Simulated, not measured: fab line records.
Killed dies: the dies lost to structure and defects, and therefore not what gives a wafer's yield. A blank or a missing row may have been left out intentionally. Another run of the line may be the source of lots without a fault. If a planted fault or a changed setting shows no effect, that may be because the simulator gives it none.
One fault seen from 3 desks + flow n5_finfet + only its own numbers are on each desk; what lay behind them is given at the end

THE DEFECT DESK
Counts from the inspections along the route, per lot, as means over the sampled wafers that have a number. The brackets show how far a lot's mean lies from the usual mean; more than 4 standard deviations puts the lot out of limits, marked OUT.
Columns: A = raw_defect_count at N5_BEOL_M0_INSPECT_127, usual 70
| lot  | first seen here | A              |
|------|-----------------|----------------|
| L325 | day 7 06:02     | 67             |
| L327 | day 7 20:04     | 61             |
| L330 | day 8 14:38     | 1228 (+48) OUT |
| L333 | day 9 08:58     | 65             |
| L336 | day 10 17:34    | 49             |
| L337 | day 10 18:07    | 55             |
| L338 | day 10 22:32    | 84             |
| L342 | day 11 14:53    | 79             |
| L343 | day 11 22:41    | 57             |
This desk's verdict: out of limits on L330, starting with L330 at day 8 14:38 (raw_defect_count at N5_BEOL_M0_INSPECT_127). L325, L327, L333, L336, L337, L338, L342, L343 stayed within limits.

DESK OF THE TOOL OWNER: cmp-04
The tool's own readings at N5_BEOL_M0_CMP_120 (polishes, stops on SiOC, t overpolish 6.9 s): means of the sampled wafers that have a number, for each lot that ran on this tool. The brackets show how far a lot's mean lies from the usual mean; more than 4 standard deviations puts the lot out of limits, marked OUT.
Columns: A = barrier_field_endpoint_s at N5_BEOL_M0_CMP_120, usual 3.64 s; B = motor_current_A at N5_BEOL_M0_CMP_120, usual 5.8 A; C = overpolish_run_s at N5_BEOL_M0_CMP_120, usual 6.901 s; D = time_to_endpoint_s at N5_BEOL_M0_CMP_120, usual 64 s
| lot  | first seen here | A               | B   | C     | D  |
|------|-----------------|-----------------|-----|-------|----|
| L327 | day 7 19:29     | 3.71            | 5.6 | 6.906 | 62 |
| L330 | day 8 14:02     | 4.93 (+9.2) OUT | 5.6 | 6.900 | 68 |
| L342 | day 11 14:18    | 3.56            | 5.6 | 6.909 | 62 |
This desk's verdict: out of limits on L330, starting with L330 at day 8 14:02 (barrier_field_endpoint_s at N5_BEOL_M0_CMP_120). L327, L342 stayed within limits.

AT THE METROLOGY DESK
What the gauges read for every lot (on any tool): the sampled wafers with a number, averaged. The brackets show how far a lot's mean lies from the usual mean; more than 4 standard deviations puts the lot out of limits, marked OUT. Shown here are 7 of its 10 readings, the ones lying furthest out on some lot.
Columns: A = DIBL_N at N5_BEOL_M4_RC_MEAS_101, usual 36.5 mV/V; B = DIBL_P at N5_BEOL_M4_RC_MEAS_101, usual 36.4 mV/V; C = IOFF_P at N5_BEOL_M4_RC_MEAS_101, usual 0.21 nA/um; D = ION_P at N5_BEOL_M4_RC_MEAS_101, usual 462 uA/um; E = SS_N at N5_BEOL_M4_RC_MEAS_101, usual 71.7 mV/dec; F = SS_P at N5_BEOL_M4_RC_MEAS_101, usual 73.4 mV/dec; G = VT_P at N5_BEOL_M4_RC_MEAS_101, usual -251 mV
| lot  | first seen here | A    | B    | C    | D   | E    | F    | G    |
|------|-----------------|------|------|------|-----|------|------|------|
| L325 | day 9 17:25     | 37.5 | 37.4 | 0.24 | 464 | 71.9 | 73.6 | -250 |
| L327 | day 10 22:04    | 34.8 | 34.2 | 0.19 | 466 | 71.4 | 72.9 | -250 |
| L330 | day 11 14:27    | 35.3 | 37.1 | 0.22 | 468 | 71.5 | 72.6 | -248 |
| L333 | day 13 01:29    | 37.8 | 37.5 | 0.20 | 450 | 72.3 | 73.3 | -255 |
| L336 | day 13 10:46    | 37.4 | 35.4 | 0.20 | 461 | 71.8 | 73.6 | -251 |
| L337 | day 13 11:59    | 36.3 | 36.9 | 0.21 | 466 | 71.5 | 73.2 | -251 |
| L338 | day 13 19:34    | 34.2 | 35.1 | 0.17 | 458 | 71.9 | 73.2 | -253 |
| L342 | day 14 21:52    | 35.9 | 36.1 | 0.19 | 460 | 71.5 | 73.2 | -252 |
| L343 | day 15 11:43    | 34.9 | 33.5 | 0.19 | 463 | 71.4 | 73.0 | -252 |
This desk's finding: nothing out of limits on any of the 9 lots.

TAKEN TOGETHER
The tool owner's desk could have raised an alarm at day 8 14:02, on L330.
The defect desk could have raised an alarm at day 8 14:38, on L330.
Metrology desk: nothing out of limits seen.
The metrology desk has L330 on record, within its limits.
N5_BEOL_M0_CMP_120 was run on cmp-04 by each of the lots named.

WHAT WAS PUT IN BY THE SIMULATOR
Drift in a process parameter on cmp-04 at N5_BEOL_M0_CMP_120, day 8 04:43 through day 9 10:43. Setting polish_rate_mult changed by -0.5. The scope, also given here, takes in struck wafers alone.
Struck lots among those shown: L330.
Hours from the fault's start to each desk's first reading out of limits: the tool owner's desk, 9; the defect desk, 10.
